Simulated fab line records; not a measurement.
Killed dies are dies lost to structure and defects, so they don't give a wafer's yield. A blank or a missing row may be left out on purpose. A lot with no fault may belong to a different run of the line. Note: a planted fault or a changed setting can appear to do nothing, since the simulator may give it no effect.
Check of tool commonality | flow nandHarc | 4 lots, 12 wafers sampled

== REASON FOR OPENING ==
On 1 of the 4 lots, a flag is raised at NHARC_END_SORT_01 on the reading killedAtOther. Fault-free wafers read 0.7, with a standard deviation of 0.9.
Rule: a lot is flagged when every wafer of it that has a number lies more than 4 standard deviations from that mean, or none has a number. As for the other lots, they are considered sound.

lot  | measured     | on        | killedAtOther, wafer by wafer | flag
L979 | day 29 12:18 | prober-01 | 630 614 616                   | FLAGGED
L983 | day 30 10:07 | prober-01 | 0 0 1                         | 
L985 | day 31 14:05 | prober-02 | 0 0 1                         | 
L990 | day 33 23:11 | prober-01 | 3 2 1                         | 
Averaged over the flagged lots the numbers come to 620.0, +619.3 from the usual (+99 or more standard deviations).

== WHICH TOOL RAN EACH LOT ==
Before the reading, the record contains 3 process steps out of a 1302-step route. Each cell gives the tool, then ch followed by the chambers the sampled wafers passed through, then the start.
lot  | flag    | NHARC_THIN_TSV_STRIP_62             | NHARC_THIN_TSV_DESCUM_35          | NHARC_THIN_TSV_ETCH_59
L979 | FLAGGED | plasmaAsher-02 ch 0,1, day 28 21:50 | rieDiel-10 ch 1,3, day 29 01:16   | rieMetal-01 ch 0,1, day 29 01:28
L983 |         | plasmaAsher-02 ch 0,1, day 29 21:29 | rieDiel-05 ch 0,2,3, day 30 00:48 | rieMetal-01 ch 0, day 30 01:02
L985 |         | plasmaAsher-01 ch 0,1, day 31 00:49 | rieDiel-10 ch 0,1,2, day 31 04:17 | rieMetal-02 ch 0,1, day 31 04:28
L990 |         | plasmaAsher-02 ch 0,1, day 33 05:38 | rieDiel-02 ch 1,2,3, day 33 09:07 | rieMetal-01 ch 1, day 33 09:14
What these steps do:
- NHARC_THIN_TSV_STRIP_62: strips in N2/H2, time 20 s.
- NHARC_THIN_TSV_DESCUM_35: chemistry O2, time 3 s.
- NHARC_THIN_TSV_ETCH_59: etches the open film in Cl2/BCl3, target depth 880 nm, time 138.1 s.
- NHARC_END_SORT_01

== FLAGGED AGAINST TOTAL, ONE TOOL AT A TIME (gauges that did the reading follow at the end) ==
step                     | tool           | lots run | flagged | share of the flagged lots | sound lots run after its first flagged lot
NHARC_THIN_TSV_STRIP_62  | plasmaAsher-01 | 1        | 0       | none                      | -
NHARC_THIN_TSV_STRIP_62  | plasmaAsher-02 | 3        | 1       | all                       | 2 (L983,L990)
NHARC_THIN_TSV_DESCUM_35 | rieDiel-02     | 1        | 0       | none                      | -
NHARC_THIN_TSV_DESCUM_35 | rieDiel-05     | 1        | 0       | none                      | -
NHARC_THIN_TSV_DESCUM_35 | rieDiel-10     | 2        | 1       | all                       | 1 (L985)
NHARC_THIN_TSV_ETCH_59   | rieMetal-01    | 3        | 1       | all                       | 2 (L983,L990)
NHARC_THIN_TSV_ETCH_59   | rieMetal-02    | 1        | 0       | none                      | -
NHARC_END_SORT_01        | prober-01      | 3        | 1       | all                       | 2 (L983,L990)
NHARC_END_SORT_01        | prober-02      | 1        | 0       | none                      | -

== WHAT THE TABLE ALLOWS ==
4 rows of the table ran every flagged lot: plasmaAsher-02 at NHARC_THIN_TSV_STRIP_62, rieDiel-10 at NHARC_THIN_TSV_DESCUM_35, rieMetal-01 at NHARC_THIN_TSV_ETCH_59, prober-01 at NHARC_END_SORT_01.
- plasmaAsher-02 at NHARC_THIN_TSV_STRIP_62: 1 of its 3 lots flagged. Lots that were sound ran on it after the first flagged one (L983, L990); a persistent fault on the entire tool would not allow that.
- rieDiel-10 at NHARC_THIN_TSV_DESCUM_35: 1 of its 2 lots flagged. Lots that were sound ran on it after the first flagged one (L985); a persistent fault on the entire tool would not allow that.
- rieMetal-01 at NHARC_THIN_TSV_ETCH_59: 1 of its 3 lots flagged. Lots that were sound ran on it after the first flagged one (L983, L990); a persistent fault on the entire tool would not allow that. On the flagged lots its readings are blank where sound lots have values: bcl3FlowSccm, biasW, drypumpMotorCurrentA, oesProductAu and 1 more.
- prober-01 at NHARC_END_SORT_01: 1 of its 3 lots flagged. Lots that were sound ran on it after the first flagged one (L983, L990); a persistent fault on the entire tool would not allow that.
None of the table's rows ran every flagged lot and, after the first, no sound lot.

== WHAT WAS PUT IN BY THE SIMULATOR ==
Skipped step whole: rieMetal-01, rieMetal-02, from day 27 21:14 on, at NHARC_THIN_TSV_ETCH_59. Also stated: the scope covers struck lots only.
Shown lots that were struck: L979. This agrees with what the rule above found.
